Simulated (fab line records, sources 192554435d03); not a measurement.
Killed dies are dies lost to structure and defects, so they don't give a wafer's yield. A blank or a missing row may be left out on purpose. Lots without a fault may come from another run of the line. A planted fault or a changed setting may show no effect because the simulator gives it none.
fab line records | flow n5_finfet
record lots=9 wafers=24 last_day=18
route steps=1938 shown MOL_CONTACT_COAG@575 BEOL_M4@1111
lots that met no fault: from a run of the same line without faults
start_h: hours from the record's first day to the start of the lot's first wafer shown | wait_h: hours since the lot's step before | " the same as in the row above | L1.1+2: a row that stands for several wafers | - no value, or no start given | * or withheld: withheld | < > ~ a bound
route shown NAME@n: a module of which the file shows steps, and the number in the route of the first | usual: mean/standard deviation of fault-free wafers | same: alike in all rows | chamber/n: place in a boat | sites: the reading at each site | _std_site: their standard deviation | _edge_site: outer sites' mean less inner sites' | radius_mm: how far each site lies from the wafer's centre | mask NAME#n: copy n | behind: the tool/chamber that last shaped the wafer | hold: why the lot was held/for how many hours/how that ended | device: the transistor (n, p or np) that didn't switch | end of line: the same wafers' tests at the end of the route | a step without rows: its recipe alone | killed: dies lost to structure and defects at the first sort, not the wafer's yield | map: a wafer's dies, x killed, . not, _ none there
set.NAME: the setting as run; set.NAME@STEP: as run at that earlier step | model.NAME: the simulator's own value behind a step, which no gauge read
steps of the route over a sample of lots; a table a step, a row a wafer
services: from which hour (start_h, from the record's first day; less than 0 if before it) a tool's chamber was out of use, for how many hours, and why
## steps
# step N5_MOL_CONTACT_COAG_INSPECT_57
# recipe mode=adi inspect_instrument=brightfield
# usual raw_defect_count=200/51
# columns lot.wafer tool chamber start_h wait_h raw_defect_count
L595.2 defect_inspect-01 - 101.85 0.0 124
L595.5 " - " " 198
L595.6 " - " " 169
L597.1 defect_inspect-02 - 109.48 0.1 286
L597.3 " - " " 265
L597.5 " - " " 251
L600.3 defect_inspect-01 - 125.65 0.0 129
L600.5 " - " " 161
L600.6 " - " " 147
L604.2 defect_inspect-01 - 150.21 0.0 207
L604.5 " - " " 150
L604.6 " - " " 162
L607.2 defect_inspect-01 - 182.80 0.0 103
L607.4 " - " " 155
L610.1 defect_inspect-01 - 200.40 0.1 133
L610.6 " - " " 196
L612.5 defect_inspect-01 - 205.01 0.0 217
L612.6 " - " " 227
L614.1 defect_inspect-01 - 214.39 0.3 148
L614.2 " - " " 158
L614.6 " - " " 211
L618.2 defect_inspect-02 - 243.07 0.0 152
L618.3 " - " " 294
L618.5 " - " " 229
# step N5_MOL_CONTACT_COAG_DESCUM_88
# recipe chemistry=O2 time_s=7 source_power_w=50 bias_power_w=20 pressure_mtorr=20 rf_frequency_hz=2.712e+07 temp_c=40 resist=CAR-EUV o2_flow_sccm=225
# usual chamber_pressure_mTorr=20.001/0.018 drypump_motor_current_A=5.6/0.49 oes_product_au=0.80/0.079 rf_vpp_V=243.3/1.3 showerhead_plenum_p_Torr=2.10/0.075 throttle_valve_pct=20.3/0.32
# columns lot.wafer tool chamber start_h wait_h chamber_pressure_mTorr drypump_motor_current_A oes_product_au rf_hours_counter_h rf_vpp_V showerhead_plenum_p_Torr throttle_valve_pct
L595.2 rie_diel-06 2 101.88 0.0 19.991 6.5 0.72 211 240.8 2.00 21.1
L595.5 " 1 " " 20.008 5.1 0.68 - 243.6 2.06 20.3
L595.6 " 2 " " 20.012 6.4 0.72 - 242.2 2.00 21.1
L597.1 rie_diel-05 1 109.52 0.0 20.011 4.9 0.69 243 242.7 2.06 20.1
L597.3 " 2 " " 19.956 5.6 0.82 80 243.2 2.12 20.3
L597.5 " 2 " " 20.000 5.7 0.83 - 242.0 2.12 20.3
L600.3 rie_diel-02 2 125.68 0.0 19.991 5.3 0.90 23 245.3 2.25 20.1
L600.5 " 0 " " 19.998 5.6 0.87 - 242.6 2.05 20.1
L600.6 " 3 " " 20.042 5.8 0.82 - 242.0 2.11 20.1
L604.2 rie_diel-05 2 150.24 0.0 19.990 5.6 0.80 96 244.0 2.11 20.3
L604.5 " 3 " " 20.001 5.4 0.69 - 242.0 2.08 20.5
L604.6 " 0 " " 20.010 5.2 0.82 - 242.5 2.03 20.1
L607.2 rie_diel-05 2 182.86 0.1 19.967 5.6 0.80 109 243.9 2.11 20.3
L607.4 " 0 " " 19.957 5.3 0.80 103 243.0 2.02 20.1
L610.1 rie_diel-02 1 201.49 1.1 20.000 6.0 0.71 222 244.0 2.16 20.6
L610.6 " 2 " " 20.005 5.3 0.87 - 245.4 2.24 20.1
L612.5 rie_diel-05 2 206.77 1.8 19.959 5.6 0.77 - 244.0 2.10 20.3
L612.6 " 0 " " 20.019 5.2 0.79 - 243.2 2.02 20.2
L614.1 rie_diel-05 0 214.60 0.2 19.979 5.3 0.79 120 243.0 2.02 20.2
L614.2 " 1 " " 19.973 4.8 0.90 32 241.5 2.05 19.8
L614.6 " 2 " " 20.007 5.7 0.77 - 242.9 2.10 20.4
L618.2 rie_diel-06 0 243.11 0.0 19.978 5.0 0.87 70 245.1 2.22 20.1
L618.3 " 2 " " 20.034 6.5 0.69 244 241.6 1.99 21.1
L618.5 " 3 " " 20.004 6.7 0.69 - 243.3 2.18 20.9
# step N5_MOL_CONTACT_COAG_ETCH_91
# recipe chemistry=N2/H2 target=SOC target_depth_a=600 overetch_a=210 mask_material=SiARC temp_c=40 time_s=101.2 ion_energy_ev=200 pressure_mtorr=30 source_w=840 bias_w=150 n2_flow_sccm=200 h2_flow_sccm=200
# usual chamber_pressure_mTorr=30.00/0.031 drypump_motor_current_A=5.5/0.47 n2_flow_sccm=200.0/0.54 oes_product_au=0.67/0.064 rf_vpp_V=524.0/2.4 run_length_s=124.4/0.48 showerhead_plenum_p_Torr=2.54/0.081 throttle_valve_pct=17.60/0.29
# columns lot.wafer tool chamber start_h wait_h chamber_pressure_mTorr drypump_motor_current_A n2_flow_sccm oes_product_au rf_hours_counter_h rf_vpp_V run_length_s showerhead_plenum_p_Torr throttle_valve_pct
L595.2 rie_diel-06 1 102.23 0.0 29.97 5.1 200.4 0.58 226 522.7 124.4 2.51 17.75
L595.5 " 1 " " 30.02 5.1 199.9 0.58 - 523.4 124.9 2.51 17.73
L595.6 " 2 " " 30.02 6.4 199.7 0.60 - 519.2 124.9 2.40 18.26
L597.1 rie_diel-05 1 110.03 0.0 30.00 4.9 199.7 0.57 243 524.6 124.5 2.50 17.52
L597.3 " 3 " " 29.98 5.4 200.9 0.59 216 526.0 124.4 2.52 17.84
L597.5 " 0 " " 30.01 5.2 200.3 0.70 - 521.4 124.6 2.47 17.58
L600.3 rie_diel-02 2 126.03 0.0 29.98 5.4 200.3 0.77 23 527.2 125.1 2.70 17.21
L600.5 " 0 " " 30.04 5.7 199.7 0.72 - 522.0 124.5 2.48 17.31
L600.6 " 3 " " 30.00 5.8 199.7 0.68 - 525.6 124.9 2.57 17.64
L604.2 rie_diel-05 3 150.59 0.0 29.99 5.4 199.7 0.58 232 523.9 124.3 2.52 17.86
L604.5 " 2 " " 30.02 5.6 199.9 0.68 - 524.7 123.9 2.56 17.65
L604.6 " 3 " " 29.96 5.4 199.4 0.58 - 523.3 124.4 2.52 17.87
L607.2 rie_diel-02 3 183.43 0.0 29.99 5.8 199.6 0.67 110 523.9 124.3 2.56 17.68
L607.4 " 2 " " 30.00 5.3 199.6 0.74 41 527.9 125.3 2.69 17.23
L610.1 rie_diel-02 0 201.90 0.0 30.00 5.7 199.3 0.69 75 522.4 124.6 2.47 17.35
L610.6 " 1 " " 30.04 6.0 200.6 0.50 - 527.0 165.6 2.62 17.98
L612.5 rie_diel-02 3 207.23 0.0 30.06 5.8 201.1 0.66 - 525.2 124.3 2.56 17.69
L612.6 " 0 " " 30.01 5.7 201.3 0.58 - 523.1 165.9 2.46 17.34
L614.1 rie_diel-05 1 215.08 0.0 29.95 4.9 199.9 0.74 32 522.0 124.7 2.48 17.15
L614.2 " 0 " " 30.02 5.3 199.7 0.66 121 521.1 125.2 2.45 17.67
L614.6 " 1 " " 30.01 4.9 200.2 0.75 - 523.2 124.5 2.48 17.12
L618.2 rie_diel-06 3 243.50 0.0 30.02 6.6 200.3 0.59 233 524.2 125.1 2.60 17.96
L618.3 " 1 " " 29.96 5.1 200.1 0.80 1 523.3 124.3 2.49 17.38
L618.5 " 0 " " 30.00 5.0 200.5 0.72 - 528.0 124.4 2.69 17.45
# step N5_MOL_CONTACT_COAG_STRIP_119
# recipe chemistry=N2/H2 time_s=30 power_w=1000 temp_c=250 pressure_mtorr=withheld n2_flow_sccm=1750 h2_flow_sccm=3250
# usual drypump_motor_current_A=5.34/0.23 heater_power_w=307/23 n2_flow_sccm=1750/5.3
# columns lot.wafer tool chamber start_h wait_h drypump_motor_current_A heater_power_w n2_flow_sccm rf_hours_counter_h
L595.2 plasma_asher-02 1 102.54 0.1 5.36 288 1753 87
L595.5 " 1 " " 5.35 293 1757 -
L595.6 " 0 " " 5.00 322 1744 -
L597.1 plasma_asher-01 0 110.34 0.1 5.63 272 1750 51
L597.3 " 0 " " 5.68 279 1757 -
L597.5 " 0 " " 5.63 281 1751 -
L600.3 plasma_asher-01 1 126.36 0.1 5.35 336 1751 -
L600.5 " 1 " " 5.34 328 1755 -
L600.6 " 0 " " 5.66 283 1755 -
L604.2 plasma_asher-01 1 150.90 0.1 5.33 342 1746 58
L604.5 " 0 " " 5.64 274 1751 -
L604.6 " 1 " " 5.34 338 1751 -
L607.2 plasma_asher-01 1 183.74 0.1 5.34 337 1746 64
L607.4 " 0 " " 5.65 276 1749 -
L610.1 plasma_asher-02 0 202.23 0.1 5.03 315 1738 108
L610.6 " 1 " " 5.37 296 1750 -
L612.5 plasma_asher-02 1 207.55 0.1 5.39 293 1756 -
L612.6 " 0 " " 5.00 313 1761 -
L614.1 plasma_asher-01 0 215.39 0.1 5.62 284 1746 70
L614.2 " 1 " " 5.34 348 1753 70
L614.6 " 1 " " 5.36 340 1738 -
L618.2 plasma_asher-02 0 243.81 0.1 4.99 320 1741 115
L618.3 " 1 " " 5.36 297 1747 -
L618.5 " 0 " " 5.01 322 1750 -
# step N5_BEOL_M4_RC_MEAS_101
# usual DIBL_N=36.5/1.4 DIBL_P=36.6/1.9 IOFF_N=0.167/0.029 IOFF_P=0.21/0.033 ION_N=674/12 ION_P=460/8.9 SS_N=71.6/0.57 SS_P=73.4/0.61 VT_N=249/3.3 VT_P=-250/3.3
# columns lot.wafer tool chamber start_h wait_h DIBL_N[mV/V] DIBL_P[mV/V] IOFF_N[nA/um] IOFF_P[nA/um] ION_N[uA/um] ION_P[uA/um] SS_N[mV/dec] SS_P[mV/dec] VT_N[mV] VT_P[mV]
L595.2 prober-01 0 178.16 0.2 33.5 31.3 0.126 0.18 677 470 70.3 72.9 250 -249
L595.5 " 0 " " 36.6 35.8 0.180 0.25 694 480 71.8 73.1 245 -247
L595.6 " 0 " " 33.2 31.9 0.119 0.18 671 460 70.9 72.5 252 -250
L597.1 prober-02 0 178.37 0.0 36.0 36.0 0.160 0.20 664 454 71.5 73.9 250 -252
L597.3 " 0 " " 34.5 33.9 0.134 0.18 657 450 71.3 73.7 252 -256
L597.5 " 0 " " 38.5 39.2 0.214 0.26 674 459 72.6 74.7 244 -247
L600.3 prober-01 0 196.11 0.3 35.8 34.7 0.145 0.19 660 451 71.2 73.5 249 -251
L600.5 " 0 " " 35.5 34.8 0.150 0.20 681 465 71.0 73.2 250 -249
L600.6 " 0 " " 37.0 36.7 0.172 0.23 667 460 70.9 73.8 248 -248
L604.2 prober-01 0 214.88 0.2 35.4 34.6 0.153 0.18 678 460 71.9 72.6 250 -254
L604.5 " 0 " " 37.5 37.5 0.210 0.21 689 465 71.5 73.6 245 -251
L604.6 " 0 " " 36.1 35.6 0.158 0.18 671 453 71.5 72.5 249 -253
L607.2 prober-02 0 242.24 0.2 38.6 40.1 0.216 0.23 691 465 72.2 74.6 244 -252
L607.4 " 0 " " 37.4 36.5 0.170 0.17 667 449 72.1 73.5 249 -255
L610.1 prober-01 0 265.74 0.0 37.8 38.8 0.196 0.22 677 460 71.7 73.6 245 -248
L610.6 " 0 " " 35.8 36.3 0.148 0.19 670 461 71.3 73.9 249 -252
L612.5 prober-02 0 269.83 0.6 36.2 36.2 0.152 0.17 664 446 70.7 73.0 249 -255
L612.6 " 0 " " 37.4 37.4 0.164 0.20 674 454 72.3 72.9 251 -255
L614.1 prober-02 0 286.76 0.0 35.4 35.2 0.142 0.17 675 463 71.0 72.1 249 -251
L614.2 " 0 " " 36.2 34.6 0.146 0.16 669 446 71.2 73.0 252 -256
L614.6 " 0 " " 35.8 35.9 0.151 0.18 684 466 71.3 73.0 252 -254
L618.2 prober-01 0 308.71 0.2 35.2 34.8 0.133 0.19 649 452 72.1 72.1 252 -252
L618.3 " 0 " " 35.4 35.0 0.141 0.20 670 462 71.4 72.8 250 -251
L618.5 " 0 " " 36.6 36.5 0.165 0.21 663 447 72.4 71.9 249 -251
## services
# columns tool chamber start_h hours kind
rie_diel-06 0 79.05 8.7 repair
rie_diel-02 1 87.10 2.7 repair
rie_diel-02 0 122.41 2.5 repair
rie_diel-05 1 129.72 - clean
rie_diel-05 1 129.72 - consumable_replace:focus_ring
rie_diel-05 1 129.72 12.8 scheduled_down
rie_diel-05 1 129.72 12.8 vent_cycle
plasma_asher-02 - 134.65 0.7 repair
rie_diel-02 0 151.41 1.6 repair
rie_diel-06 2 168.37 33.9 repair
plasma_asher-01 - 192.36 1.2 repair
rie_diel-06 - 195.13 28.1 pm
rie_diel-05 3 198.03 - clean
rie_diel-05 3 198.03 - consumable_replace:focus_ring
rie_diel-05 3 198.03 19.4 scheduled_down
rie_diel-05 3 198.03 19.4 vent_cycle
plasma_asher-01 - 199.12 3.6 repair
rie_diel-06 1 223.23 - clean
rie_diel-06 1 223.23 - consumable_replace:focus_ring
rie_diel-06 1 223.23 18.1 scheduled_down
rie_diel-06 1 223.23 18.1 vent_cycle
## key
first_sign step=N5_MOL_CONTACT_COAG_ETCH_91 reading=run_length_s direction=up sigmas=87 usual=* struck=*
effect none on later readings
met_at N5_MOL_CONTACT_COAG_ETCH_91
struck_lots L610,L612
struck_wafers L610.6,L612.6
not_acting_at N5_MOL_CONTACT_COAG_INSPECT_57,N5_MOL_CONTACT_COAG_DESCUM_88,N5_MOL_CONTACT_COAG_STRIP_119
onset_between 183.43 201.90
fault kind=process_parameter_drift tool=rie_diel-02 chamber=- onset_h=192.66 steps=N5_MOL_CONTACT_COAG_ETCH_91 channel=time_s offset=* shape=step end_h=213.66 scope=struck_wafers_only acts_in=* stated=*
